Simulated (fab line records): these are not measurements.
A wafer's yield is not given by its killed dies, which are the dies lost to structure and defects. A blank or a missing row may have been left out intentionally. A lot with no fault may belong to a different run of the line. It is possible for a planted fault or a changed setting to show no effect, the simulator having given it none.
Which tool did it? ; flow n5_finfet ; 10 lots, 29 wafers sampled, at 4 steps of a route of 1938

## WHAT THE GAUGES READ, wafer by wafer
N5_BEOL_M9_INSPECT_30: inspects for defects (brightfield).
lot;measured;on;raw_defect_count
L443;day 9 14:00;defect_inspect-01;448 409 451
L444;day 9 22:57;defect_inspect-01;394 436
L445;day 10 01:13;defect_inspect-01;597 368 422
L450;day 11 15:30;defect_inspect-01;261 262 565
L453;day 12 20:50;defect_inspect-01;332 637 310
L454;day 13 02:01;defect_inspect-02;285 309 307
L459;day 14 00:55;defect_inspect-02;331 450 312
L460;day 14 01:05;defect_inspect-01;369 369 342
L462;day 15 02:49;defect_inspect-02;453 373 403
L465;day 15 17:55;defect_inspect-01;427 264 418

## TOOL THAT RAN EACH LOT (tool first, then ch and the chambers of the sampled wafers, then the start)
lot;N5_BEOL_M9_PECVD_70;N5_BEOL_M9_ETCH_62;N5_BEOL_M9_STRIP_19
L443;pecvd-01 ch 1,2, day 9 10:22;rie_diel-02 ch 0,2,3, day 9 12:03;rie_diel-02 ch 0,1,2, day 9 12:21
L444;pecvd-02 ch 0,2, day 9 19:07;rie_diel-01 ch 2,3, day 9 20:34;rie_diel-01 ch 0,1, day 9 20:52
L445;pecvd-02 ch 0,1,2, day 9 20:40;rie_diel-05 ch 1,2,3, day 10 00:18;rie_diel-01 ch 0,2,3, day 10 00:36
L450;pecvd-03 ch 0,1,2, day 11 08:46;rie_diel-05 ch 0,1,2, day 11 12:40;rie_diel-01 ch 0,1,3, day 11 12:58
L453;pecvd-03 ch 0,1,2, day 12 15:02;rie_diel-05 ch 0,2,3, day 12 18:19;rie_diel-01 ch 0,1, day 12 18:47
L454;pecvd-01 ch 1,2, day 12 23:25;rie_diel-05 ch 2,3, day 13 00:39;rie_diel-02 ch 0,1, day 13 00:57
L459;pecvd-01 ch 0,1,2, day 13 18:07;rie_diel-01 ch 0,1,2, day 13 20:44;rie_diel-05 ch 1,2,3, day 13 21:02
L460;pecvd-01 ch 1,2, day 13 20:05;rie_diel-02 ch 2,3, day 13 21:33;rie_diel-05 ch 0,1,2, day 13 22:01
L462;pecvd-03 ch 2, day 15 00:55;rie_diel-01 ch 1,2,3, day 15 02:00;rie_diel-02 ch 1,2, day 15 02:17
L465;pecvd-03 ch 0,1, day 15 13:16;rie_diel-02 ch 1,2, day 15 15:19;rie_diel-05 ch 1,3, day 15 15:37
- N5_BEOL_M9_PECVD_70: deposits SiO2 from TEOS/O2, target thk 20 nm, time 22.7 s.
- N5_BEOL_M9_ETCH_62: etches SOC in N2/H2, target depth 110 nm, overetch 22 nm, time 165 s.
- N5_BEOL_M9_STRIP_19: strips in O2.

## AS READ BY THE TOOLS THEMSELVES (means over the sampled wafers that have a number; for cases with no such wafer, the mark the record gives instead)
N5_BEOL_M9_PECVD_70.
lot;tool;heater_power_w (W);showerhead_plenum_p_Torr (Torr);throttle_valve_pct (%)
L443;pecvd-01;592;8.74;22.1
L444;pecvd-02;704;8.75;21.5
L445;pecvd-02;726;8.70;22.7
L450;pecvd-03;799;8.80;22.7
L453;pecvd-03;746;8.80;22.7
L454;pecvd-01;530;8.73;22.3
L459;pecvd-01;632;8.75;23.1
L460;pecvd-01;564;8.74;22.5
L462;pecvd-03;858;8.79;21.3
L465;pecvd-03;748;8.83;23.4

N5_BEOL_M9_ETCH_62.
lot;tool;bias_w (W);chamber_pressure_mTorr (mTorr);drypump_motor_current_A (A);oes_product_au (a.u.);rf_fwd_power_W (W);rf_vpp_V (V);showerhead_plenum_p_Torr (Torr);throttle_valve_pct (%)
L443;rie_diel-02;150.4;29.997;5.6;0.61;840.1;522.6;2.49;17.83
L444;rie_diel-01;150.5;29.989;5.5;0.61;838.8;523.1;2.52;17.98
L445;rie_diel-05;150.1;30.001;5.6;0.61;837.6;524.0;2.55;18.03
L450;rie_diel-05;150.2;29.985;5.7;0.63;838.5;525.2;2.56;17.97
L453;rie_diel-05;150.1;29.979;5.7;0.62;1039.1;489.5;2.63;17.88
L454;rie_diel-05;150.0;30.004;5.6;0.59;1040.4;489.3;2.62;17.96
L459;rie_diel-01;149.4;30.025;6.2;0.65;838.9;522.9;2.54;17.95
L460;rie_diel-02;150.5;29.976;5.6;0.59;837.9;519.8;2.45;17.99
L462;rie_diel-01;150.0;30.029;5.8;0.63;836.4;523.5;2.53;18.00
L465;rie_diel-02;150.3;30.026;5.4;0.60;838.4;523.4;2.53;17.80

N5_BEOL_M9_STRIP_19.
lot;tool;chamber_pressure_mTorr (mTorr);drypump_motor_current_A (A);oes_product_au (a.u.);rf_vpp_V (V);showerhead_plenum_p_Torr (Torr);throttle_valve_pct (%)
L443;rie_diel-02;29.99;5.6;0.73;3.9;2.11;16.63
L444;rie_diel-01;29.96;6.2;0.82;3.6;2.08;16.77
L445;rie_diel-01;30.01;5.7;0.73;4.2;2.06;16.86
L450;rie_diel-01;29.98;5.8;0.78;3.6;2.06;16.79
L453;rie_diel-01;30.01;6.2;0.79;3.7;2.05;16.88
L454;rie_diel-02;30.01;6.0;0.70;4.2;2.13;16.74
L459;rie_diel-05;30.01;5.6;0.79;3.3;2.10;16.77
L460;rie_diel-05;29.99;5.7;0.73;4.2;2.11;16.87
L462;rie_diel-02;30.00;5.7;0.69;3.5;2.12;16.74
L465;rie_diel-05;29.99;5.6;0.83;4.3;2.10;16.68

## THE ANSWER, worked out from the rows above alone
Rule: usual is defined by the lots themselves. The widest of any qualifying gaps counts: lots, ordered by their means at a reading, are off when they make up no more than a third of the lots, leave a main group of 4 or more, and stand apart from it by 3 or more times the standard deviation of that group's means. If all means in a main group match to the digits the tables above print for the reading, that group is not used. Also off: a lot with no number at a reading for which 4 or more lots have one. Where the step has rows for the other lots, those lots are counted as sound. After the gauges, taken in route order, come the tools' own readings; for these a lot's mean is taken, as printed above. The first step at which some lot is off is used, and at that step the reading that is off furthest; a lot without a number counts as furthest.
Off: L453, L454 (N5_BEOL_M9_ETCH_62, rf_fwd_power_W). The main group has a mean of 838.3 W with a standard deviation of 1.
If a tool, at that step or one of the process steps before it, ran each lot that is off and ran no sound lot following the first of them, it fits. One fits: rie_diel-05 at N5_BEOL_M9_ETCH_62. A fault onset in the window from L450 (day 11 12:40, its last sound lot) to L453 (day 12 18:19, its first lot off) fits.
The tool's own readings at N5_BEOL_M9_ETCH_62 bear it out: on the lots that are off they differ by more than 5 times the standard deviation of the sound lots' means. rf_fwd_power_W reads 1039.8 W there against 838.3 W on the sound lots; rf_vpp_V reads 489.4 V there against 523.1 V on the sound lots.

## WHAT WAS PUT IN BY THE SIMULATOR
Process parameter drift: rie_diel-05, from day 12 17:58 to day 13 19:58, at N5_BEOL_M9_ETCH_62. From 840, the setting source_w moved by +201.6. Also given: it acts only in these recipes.
Lots struck among those shown: L453, L454. The rule given above showed the same thing.
